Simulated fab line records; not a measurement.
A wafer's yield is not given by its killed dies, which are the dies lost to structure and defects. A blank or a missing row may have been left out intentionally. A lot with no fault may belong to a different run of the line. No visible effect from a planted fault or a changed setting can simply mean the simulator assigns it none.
Lot-split experiment || flow n5 finfet || 7 lots, 39 wafers read, on a route of 1938 steps

THE SPLIT ITSELF
At N5_BEOL_M9_TRENCH_ETCH_37 (etches SiCOH lowk in C4F6/O2, target depth 151.43 nm, time 49 s), the setting time s was moved away from the recipe's 49 s on 18 of the 39 wafers read, by -53.1% to +46.3%. For the rest of the wafers, this setting stayed at what the recipe calls for.

FROM THE SPLIT TO THE READING: what the file shows between them, 8 steps
- N5_BEOL_M9_ETCH_41: etches SiCN in CH3F/O2, target depth 36.6 nm, time 70.1 s
- N5_BEOL_M9_STRIP_80: strips in N2/H2, time 10 s
- N5_BEOL_M9_OCD_MEAS_38
- N5_BEOL_M9_HM_STRIP_39: strips TiN in peroxide tin strip, target depth 25 nm, time 158 s
- N5_BEOL_M9_SRD_40: time 30 s
- N5_BEOL_M9_ECD_50: material Cu, target thk 318 nm
- N5_BEOL_M9_ANNEAL_51: time 90 s
- N5_BEOL_M9_CMP_52: polishes, stops on SiCOH lowk, t overpolish 7 s, target thk 140 nm

THE READING
M9_THK, in nm, at N5_BEOL_M9_THK_MEAS_53 (measures by xrf). A value of 139.2 nm with a standard deviation of 2.7 nm is what fault-free wafers of this fab line usually give.

{"wafer": "L080.2", "tool, chamber at the split": "rie diel-06, 3", "time s as run, s": 49, "against the recipe": "recipe", "M9_THK, nm": 136.5, "against lot-mates on the recipe": "-"}
{"wafer": "L080.3", "tool, chamber at the split": "rie diel-06, 2", "time s as run, s": 49, "against the recipe": "recipe", "M9_THK, nm": 134.4, "against lot-mates on the recipe": "-"}
{"wafer": "L080.4", "tool, chamber at the split": "rie diel-06, 0", "time s as run, s": 49, "against the recipe": "recipe", "M9_THK, nm": 134.7, "against lot-mates on the recipe": "-"}
{"wafer": "L088.1", "tool, chamber at the split": "rie diel-02, 0", "time s as run, s": 49, "against the recipe": "recipe", "M9_THK, nm": 142.1, "against lot-mates on the recipe": "-"}
{"wafer": "L088.2", "tool, chamber at the split": "rie diel-02, 1", "time s as run, s": 49, "against the recipe": "recipe", "M9_THK, nm": 141.1, "against lot-mates on the recipe": "-"}
{"wafer": "L088.3", "tool, chamber at the split": "rie diel-02, 3", "time s as run, s": 23, "against the recipe": "-53.1%", "M9_THK, nm": 60.3, "against lot-mates on the recipe": -81.5}
{"wafer": "L088.4", "tool, chamber at the split": "rie diel-02, 2", "time s as run, s": 23, "against the recipe": "-53.1%", "M9_THK, nm": 58.2, "against lot-mates on the recipe": -83.6}
{"wafer": "L088.5", "tool, chamber at the split": "rie diel-02, 0", "time s as run, s": 23, "against the recipe": "-53.1%", "M9_THK, nm": 61.3, "against lot-mates on the recipe": -80.5}
{"wafer": "L088.6", "tool, chamber at the split": "rie diel-02, 1", "time s as run, s": 49, "against the recipe": "recipe", "M9_THK, nm": 142.2, "against lot-mates on the recipe": "-"}
{"wafer": "L086.1", "tool, chamber at the split": "rie diel-02, 0,3", "time s as run, s": 49, "against the recipe": "recipe", "M9_THK, nm": 138.9, "against lot-mates on the recipe": "-"}
{"wafer": "L086.2", "tool, chamber at the split": "rie diel-02, 2", "time s as run, s": 68.28, "against the recipe": "+39.3%", "M9_THK, nm": 195.1, "against lot-mates on the recipe": "+54.7"}
{"wafer": "L086.3", "tool, chamber at the split": "rie diel-02, 1", "time s as run, s": 68.28, "against the recipe": "+39.3%", "M9_THK, nm": 201.5, "against lot-mates on the recipe": "+61.1"}
{"wafer": "L086.4", "tool, chamber at the split": "rie diel-02, 3", "time s as run, s": 49, "against the recipe": "recipe", "M9_THK, nm": 140.9, "against lot-mates on the recipe": "-"}
{"wafer": "L086.5", "tool, chamber at the split": "rie diel-02, 0", "time s as run, s": 68.28, "against the recipe": "+39.3%", "M9_THK, nm": 201.2, "against lot-mates on the recipe": "+60.8"}
{"wafer": "L086.6", "tool, chamber at the split": "rie diel-02, 0,3", "time s as run, s": 49, "against the recipe": "recipe", "M9_THK, nm": 141.3, "against lot-mates on the recipe": "-"}
{"wafer": "L091.1", "tool, chamber at the split": "rie diel-04, 3", "time s as run, s": 49, "against the recipe": "recipe", "M9_THK, nm": 141.6, "against lot-mates on the recipe": "-"}
{"wafer": "L091.2", "tool, chamber at the split": "rie diel-04, 1", "time s as run, s": 71.68, "against the recipe": "+46.3%", "M9_THK, nm": 207.3, "against lot-mates on the recipe": "+67.7"}
{"wafer": "L091.3", "tool, chamber at the split": "rie diel-04, 2", "time s as run, s": 71.68, "against the recipe": "+46.3%", "M9_THK, nm": 210.3, "against lot-mates on the recipe": "+70.7"}
{"wafer": "L091.4", "tool, chamber at the split": "rie diel-04, 0", "time s as run, s": 71.68, "against the recipe": "+46.3%", "M9_THK, nm": 211.1, "against lot-mates on the recipe": "+71.5"}
{"wafer": "L091.5", "tool, chamber at the split": "rie diel-04, 1", "time s as run, s": 49, "against the recipe": "recipe", "M9_THK, nm": 139.0, "against lot-mates on the recipe": "-"}
{"wafer": "L091.6", "tool, chamber at the split": "rie diel-04, 0", "time s as run, s": 49, "against the recipe": "recipe", "M9_THK, nm": 138.2, "against lot-mates on the recipe": "-"}
{"wafer": "L090.1", "tool, chamber at the split": "rie diel-02, 2", "time s as run, s": 40.84, "against the recipe": "-16.7%", "M9_THK, nm": 111.7, "against lot-mates on the recipe": -26.9}
{"wafer": "L090.2", "tool, chamber at the split": "rie diel-02, 3", "time s as run, s": 49, "against the recipe": "recipe", "M9_THK, nm": 137.9, "against lot-mates on the recipe": "-"}
{"wafer": "L090.3", "tool, chamber at the split": "rie diel-02, 1", "time s as run, s": 49, "against the recipe": "recipe", "M9_THK, nm": 138.3, "against lot-mates on the recipe": "-"}
{"wafer": "L090.4", "tool, chamber at the split": "rie diel-02, 0", "time s as run, s": 40.84, "against the recipe": "-16.7%", "M9_THK, nm": 115.6, "against lot-mates on the recipe": -23.0}
{"wafer": "L090.5", "tool, chamber at the split": "rie diel-02, 0", "time s as run, s": 40.84, "against the recipe": "-16.7%", "M9_THK, nm": 116.3, "against lot-mates on the recipe": -22.3}
{"wafer": "L090.6", "tool, chamber at the split": "rie diel-02, 1", "time s as run, s": 49, "against the recipe": "recipe", "M9_THK, nm": 139.6, "against lot-mates on the recipe": "-"}
{"wafer": "L094.1", "tool, chamber at the split": "rie diel-06, 2", "time s as run, s": 49, "against the recipe": "recipe", "M9_THK, nm": 134.6, "against lot-mates on the recipe": "-"}
{"wafer": "L094.2", "tool, chamber at the split": "rie diel-06, 3", "time s as run, s": 49, "against the recipe": "recipe", "M9_THK, nm": 133.0, "against lot-mates on the recipe": "-"}
{"wafer": "L094.3", "tool, chamber at the split": "rie diel-06, 1", "time s as run, s": 60.1, "against the recipe": "+22.7%", "M9_THK, nm": 168.4, "against lot-mates on the recipe": "+33.4"}
{"wafer": "L094.4", "tool, chamber at the split": "rie diel-06, 0", "time s as run, s": 60.1, "against the recipe": "+22.7%", "M9_THK, nm": 169.1, "against lot-mates on the recipe": "+34.1"}
{"wafer": "L094.5", "tool, chamber at the split": "rie diel-06, 2", "time s as run, s": 49, "against the recipe": "recipe", "M9_THK, nm": 137.3, "against lot-mates on the recipe": "-"}
{"wafer": "L094.6", "tool, chamber at the split": "rie diel-06, 1", "time s as run, s": 60.1, "against the recipe": "+22.7%", "M9_THK, nm": 171.0, "against lot-mates on the recipe": "+36.0"}
{"wafer": "L097.1", "tool, chamber at the split": "rie diel-02, 0", "time s as run, s": 49, "against the recipe": "recipe", "M9_THK, nm": 142.6, "against lot-mates on the recipe": "-"}
{"wafer": "L097.2", "tool, chamber at the split": "rie diel-02, 1", "time s as run, s": 59.38, "against the recipe": "+21.2%", "M9_THK, nm": 172.3, "against lot-mates on the recipe": "+30.9"}
{"wafer": "L097.3", "tool, chamber at the split": "rie diel-02, 3", "time s as run, s": 59.38, "against the recipe": "+21.2%", "M9_THK, nm": 176.0, "against lot-mates on the recipe": "+34.6"}
{"wafer": "L097.4", "tool, chamber at the split": "rie diel-02, 2", "time s as run, s": 59.38, "against the recipe": "+21.2%", "M9_THK, nm": 168.4, "against lot-mates on the recipe": "+27.0"}
{"wafer": "L097.5", "tool, chamber at the split": "rie diel-02, 0", "time s as run, s": 49, "against the recipe": "recipe", "M9_THK, nm": 142.3, "against lot-mates on the recipe": "-"}
{"wafer": "L097.6", "tool, chamber at the split": "rie diel-02, 1", "time s as run, s": 49, "against the recipe": "recipe", "M9_THK, nm": 139.4, "against lot-mates on the recipe": "-"}
Rows listing several chambers each stand for several wafers; the file does not say which wafer went through which chamber.

FIT RESULTS
A straight line over all 39 wafers: M9_THK changes by +1.5 nm for each +1% of time s; r = +1.00; the points scatter about the line by 2.9 nm.
The same after taking each lot's own level away (the mean of its wafers on the recipe; 39 wafers): +1.52 nm for each +1%; r = +1.00; scatter 1.9 nm.
The reading moves by 80 nm for the largest change in time s, on that fit.
From 134.97 to 141.80 nm: that is the span of the lots' own levels, equal to 2.5 times the standard deviation above.
Consequently the slope shifts little with the lot-to-lot level, the two slopes agreeing.
Check: with one of the wafers moved furthest among these (-53.1%) left out of the fit, the line predicts -80.5 nm for it against its lot-mates. It came out at -81.5 nm against them.

OTHER SPLITS APPLIED TO THESE WAFERS
Before the reading, these wafers also passed through other splits. Each is held against what the fit with the lots' levels taken away leaves over:
{"other split on the same wafers": "N5_BEOL_M5_HM_DEP_02 target thk a", "wafers away from the commonest value": 18, "r with M9_THK (lot level and that fit taken away)": -0.09}
{"other split on the same wafers": "N5_BEOL_M7_DEP_56 target thk a", "wafers away from the commonest value": 12, "r with M9_THK (lot level and that fit taken away)": "+0.06"}

THE WHOLE CHAIN: every reading that the file lists as answering this split, in the file's order
{"step": "N5_BEOL_M9_TRENCH_ETCH_37", "what it does": "etches SiCOH lowk in C4F6/O2, target depth 151.43 nm, time 49 s", "reading": "etch.depth nm (the simulator's own value, which no gauge read)", "change (the file's fit)": "+1.5 nm for each +1% of the setting", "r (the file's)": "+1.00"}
{"step": "N5_BEOL_M9_TRENCH_ETCH_37", "what it does": "etches SiCOH lowk in C4F6/O2, target depth 151.43 nm, time 49 s", "reading": "BEOL_M9.feature depth nm (the simulator's own value, which no gauge read)", "change (the file's fit)": "+1.5 nm for each +1% of the setting", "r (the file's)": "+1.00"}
{"step": "N5_BEOL_M9_TRENCH_ETCH_37", "what it does": "etches SiCOH lowk in C4F6/O2, target depth 151.43 nm, time 49 s", "reading": "TiN_of_BEOL_M9_HM_DEP_02.thk nm (the simulator's own value, which no gauge read)", "change (the file's fit)": "-0.0438 nm for each +1% of the setting", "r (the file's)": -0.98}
{"step": "N5_BEOL_M9_OCD_MEAS_38", "what it does": "", "reading": "trench depth nm", "change (the file's fit)": "+1.5 nm for each +1% of the setting", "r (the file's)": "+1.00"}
{"step": "N5_BEOL_M9_CMP_52", "what it does": "polishes, stops on SiCOH lowk, t overpolish 7 s, target thk 140 nm", "reading": "Cu_of_BEOL_M9_ECD_50.thk nm (the simulator's own value, which no gauge read)", "change (the file's fit)": "+1.51 nm for each +1% of the setting", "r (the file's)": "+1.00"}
{"step": "N5_BEOL_M9_THK_MEAS_53", "what it does": "measures by xrf", "reading": "M9_THK", "change (the file's fit)": "+1.52 for each +1% of the setting", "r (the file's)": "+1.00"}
{"step": "N5_BEOL_M9_RS_MEAS_57", "what it does": "measures by four-point-probe", "reading": "M9_RS", "change (the file's fit)": "not straight: 0.401 at the lowest setting, 0.152 at the recipe, 0.097 at the highest", "r (the file's)": "not given"}

FILE'S OWN FIT
M9_THK changes by +1.52 nm for each +1% of time s, r = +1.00.
